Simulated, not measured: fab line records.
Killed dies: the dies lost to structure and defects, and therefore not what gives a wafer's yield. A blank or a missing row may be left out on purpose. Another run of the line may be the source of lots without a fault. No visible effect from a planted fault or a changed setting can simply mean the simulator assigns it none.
Matching of chambers | flow n5-finfet | N5_BEOL_M15_STRIP_36 on rie-diel-02: 4 sister chambers
The step strips in O2. 4 wafers are shown with their chamber, then 7 later ones without.

## WAFERS PAIRED WITH THEIR CHAMBERS
wafer  | chamber | showerhead-plenum-p-Torr (Torr)
L649.2 | 2       | 2.05
L654.2 | 0       | 1.92
L654.4 | 1       | 2.04
L654.6 | 3       | 2.09

## WAFERS WITHOUT THEIR CHAMBER
wafer  | showerhead-plenum-p-Torr (Torr)
L659.4 | 2.08
L659.5 | 2.04
L659.6 | 2.04
L663.4 | 2.08
L663.6 | 1.91
L666.4 | 2.03
L666.6 | 2.03

## EACH ONE'S CHAMBER
wafer  | from the rows above     | in truth
L659.4 | 3                       | 3
L659.5 | can't be placed: 1 or 2 | 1
L659.6 | can't be placed: 1 or 2 | 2
L663.4 | 3                       | 3
L663.6 | 0                       | 0
L666.4 | can't be placed: 1 or 2 | 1
L666.6 | can't be placed: 1 or 2 | 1
Correctly placed: 3 of 7. From these rows, 4 cannot be placed; in 4 the true chamber is one of the candidates. Number placed wrongly: 0.
How it was worked out, from the rows above alone: a wafer's distance from a chamber is the root of the sum, over the readings, of the square of ((its reading less the chamber's mean) divided by the reading's scatter). The wafer belongs to the nearest chamber; if the next one is less than 2 further off, it can't be placed. The mean given for a chamber averages the wafers shown for that chamber. The scatter: with one shown wafer a chamber, the root of the mean of the squares of how far each hidden wafer lies from its nearest shown one.
